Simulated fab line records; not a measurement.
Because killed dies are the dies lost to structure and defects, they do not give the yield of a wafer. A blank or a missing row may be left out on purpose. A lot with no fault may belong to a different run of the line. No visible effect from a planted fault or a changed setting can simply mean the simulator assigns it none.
Matching of chambers | flow n5_finfet | N5_BEOL_M14_DESCUM_15 on rie_diel-02 has 4 sister chambers
The step chemistry O2, time 7.9 s. 16 wafers are shown with their chamber, then 8 later ones without.

WAFERS PAIRED WITH THEIR CHAMBERS
wafer  | chamber | showerhead_plenum_p_Torr (Torr) | oes_product_au (a.u.) | throttle_valve_pct (%)
L074.1 | 3       | 2.02                            | 0.82                  | 20.48
L074.3 | 2       | 2.17                            | 0.72                  | 20.47
L074.6 | 1       | 1.97                            | 0.71                  | 20.22
L081.2 | 2       | 2.17                            | 0.72                  | 20.49
L081.3 | 1       | 1.97                            | 0.70                  | 20.24
L081.6 | 1       | 1.97                            | 0.70                  | 20.24
L079.1 | 1       | 1.97                            | 0.70                  | 20.26
L079.4 | 1       | 1.97                            | 0.69                  | 20.25
L079.5 | 2       | 2.17                            | 0.71                  | 20.51
L082.3 | 2       | 2.16                            | 0.72                  | 20.50
L082.5 | 2       | 2.16                            | 0.71                  | 20.52
L082.6 | 3       | 2.01                            | 0.80                  | 20.52
L088.4 | 3       | 2.01                            | 0.77                  | 20.56
L088.5 | 0       | 2.15                            | 0.95                  | 20.30
L088.6 | 2       | 2.16                            | 0.71                  | 20.53
L085.1 | 3       | 2.01                            | 0.78                  | 20.54

SIGNATURES, as means of the wafers listed above
reading                  | chamber 0 | chamber 1 | chamber 2 | chamber 3 | scatter within a chamber
showerhead_plenum_p_Torr | 2.1500    | 1.9700    | 2.1650    | 2.0125    | 0.00433
oes_product_au           | 0.9500    | 0.7000    | 0.7150    | 0.7925    | 0.0123
throttle_valve_pct       | 20.3000   | 20.2420   | 20.5033   | 20.5250   | 0.0237
Rule: distance of a wafer from a chamber = root of the sum over the readings of ((wafer's reading minus chamber's mean) / reading's scatter) squared. The wafer belongs to the nearest chamber; if the next one is less than 2 further off, it can't be placed. The scatter: take each reading less its chamber's mean, square it, sum over the shown wafers, divide by the number of wafers less the number of chambers, and take the root.

WAFERS MISSING THEIR CHAMBER
wafer  | showerhead_plenum_p_Torr (Torr) | oes_product_au (a.u.) | throttle_valve_pct (%)
L085.4 | 2.15                            | 0.96                  | 20.29
L085.5 | 2.16                            | 0.70                  | 20.53
L091.2 | 2.01                            | 0.77                  | 20.57
L091.4 | 2.15                            | 0.93                  | 20.30
L091.6 | 2.15                            | 0.92                  | 20.32
L096.2 | 2.00                            | 0.75                  | 20.58
L096.4 | 2.14                            | 0.89                  | 20.32
L096.5 | 2.22                            | 0.93                  | 20.04

THE CHAMBER EACH PASSED THROUGH
wafer  | from the rows above | in truth
L085.4 | 0                   | 0
L085.5 | 2                   | 2
L091.2 | 3                   | 3
L091.4 | 0                   | 0
L091.6 | 0                   | 0
L096.2 | 3                   | 3
L096.4 | 0                   | 0
L096.5 | 0                   | 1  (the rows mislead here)
Correct placement for 7 of the 8. Can't be placed from these rows: 0. Wrongly placed: 1.
